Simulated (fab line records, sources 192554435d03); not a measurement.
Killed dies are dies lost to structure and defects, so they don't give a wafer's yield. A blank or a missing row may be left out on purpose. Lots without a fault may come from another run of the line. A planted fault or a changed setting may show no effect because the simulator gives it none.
Which tool did it? | flow n5_finfet | 11 lots, 33 wafers sampled, at 2 steps of a route of 1938

WHAT THE GAUGES READ, wafer by wafer
N5_PASSIVATION_CD_MEAS_10: target cd 3000 nm.
lot  | measured     | on        | cd_nm (nm)
L617 | day 13 11:55 | cd_sem-02 | 2999.8 2998.7 2999.8
L618 | day 14 22:55 | cd_sem-01 | 3001.2 2999.6 3000.5
L619 | day 15 03:50 | cd_sem-03 | 3000.0 2999.3 3000.8
L621 | day 15 20:38 | cd_sem-02 | 2998.0 2998.3 3000.9
L623 | day 16 09:13 | cd_sem-03 | 2998.4 2997.9 2999.3
L624 | day 16 09:47 | cd_sem-02 | 2999.3 2999.7 2999.1
L625 | day 16 20:00 | cd_sem-02 | 3000.6 2998.2 3002.2
L626 | day 16 12:55 | cd_sem-02 | 3001.5 3001.3 3001.1
L629 | day 17 12:19 | cd_sem-03 | 2997.5 2996.5 2999.9
L639 | day 19 22:47 | cd_sem-03 | 2998.0 2997.4 2998.8
L638 | day 20 19:34 | cd_sem-03 | 3000.5 3000.5 2999.8

WHICH TOOL RAN EACH LOT (tool, then ch and the chambers of the sampled wafers, then the start)
lot  | N5_BEOL_M4_SPUTTER_96
L617 | pvd_sputter-02, day 9 17:25
L618 | pvd_sputter-01, day 11 02:54
L619 | pvd_sputter-01, day 11 08:43
L621 | pvd_sputter-03, day 11 17:24
L623 | pvd_sputter-01, day 12 00:43
L624 | pvd_sputter-03, day 12 03:46
L625 | pvd_sputter-03, day 12 10:00
L626 | pvd_sputter-01, day 12 10:52
L629 | pvd_sputter-03, day 13 06:38
L639 | pvd_sputter-01, day 15 21:19
L638 | pvd_sputter-01, day 16 12:29
- N5_BEOL_M4_SPUTTER_96: material Cu, target thk 4.5 nm, time 8.29 s.

THE ANSWER, worked out from the rows above alone
Rule: what is usual is taken from the lots themselves. Put in order of their means at a reading, lots are off if they are a third of the lots or fewer, leave a main group of 4 or more, and stand apart from it by a gap of 3 or more times the standard deviation of the main group's means; of several such gaps the widest counts. A main group whose means are all the same, to the digits that the tables above print for the reading, isn't used. A lot without any number at a reading at which 4 lots or more have one is off too. The other lots that the step has rows for count as sound.
No lot is off at any reading shown: from this, nothing can be told.

WHAT THE SIMULATOR HAD PUT IN
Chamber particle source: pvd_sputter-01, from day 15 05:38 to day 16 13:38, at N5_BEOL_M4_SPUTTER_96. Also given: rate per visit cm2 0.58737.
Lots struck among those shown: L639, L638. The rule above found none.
